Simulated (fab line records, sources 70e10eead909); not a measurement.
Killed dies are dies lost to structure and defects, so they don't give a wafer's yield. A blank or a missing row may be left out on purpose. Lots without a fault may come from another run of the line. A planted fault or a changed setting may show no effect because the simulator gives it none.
Chamber matching | flow nand_harc | NHARC_A_CONTACT_ETCH_51 on rie_diel-02: 4 sister chambers
The step etches the open film in O2/COS, target depth 3600 nm, time 936 s. 4 wafers are shown with their chamber, then 7 later ones without.

WAFERS WITH THEIR CHAMBER
wafer  | chamber | showerhead_plenum_p_Torr (Torr)
L243.1 | 2       | 3.36
L251.3 | 0       | 3.02
L259.1 | 3       | 3.21
L259.2 | 1       | 3.03

WAFERS WITHOUT THEIR CHAMBER
wafer  | showerhead_plenum_p_Torr (Torr)
L259.3 | 3.02
L258.1 | 3.34
L258.2 | 3.03
L258.5 | 3.34
L260.2 | 3.03
L260.3 | 3.20
L260.6 | 3.20

WHICH CHAMBER EACH WENT THROUGH
wafer  | from the rows above     | in truth
L259.3 | can't be placed: 0 or 1 | 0
L258.1 | 2                       | 2
L258.2 | can't be placed: 1 or 0 | 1
L258.5 | 2                       | 2
L260.2 | can't be placed: 1 or 0 | 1
L260.3 | 3                       | 3
L260.6 | 3                       | 3
Placed correctly: 4 of 7. Can't be placed from these rows: 3 (the true chamber is among the candidates in 3). Placed wrongly: 0.
How it was worked out, from the rows above alone: a wafer's distance from a chamber is the root of the sum, over the readings, of the square of ((its reading less the chamber's mean) divided by the reading's scatter). The wafer belongs to the nearest chamber; if the next one is less than 2 further off, it can't be placed. A chamber's mean is the mean of its shown wafers. The scatter: with one shown wafer a chamber, the root of the mean of the squares of how far each hidden wafer lies from its nearest shown one.
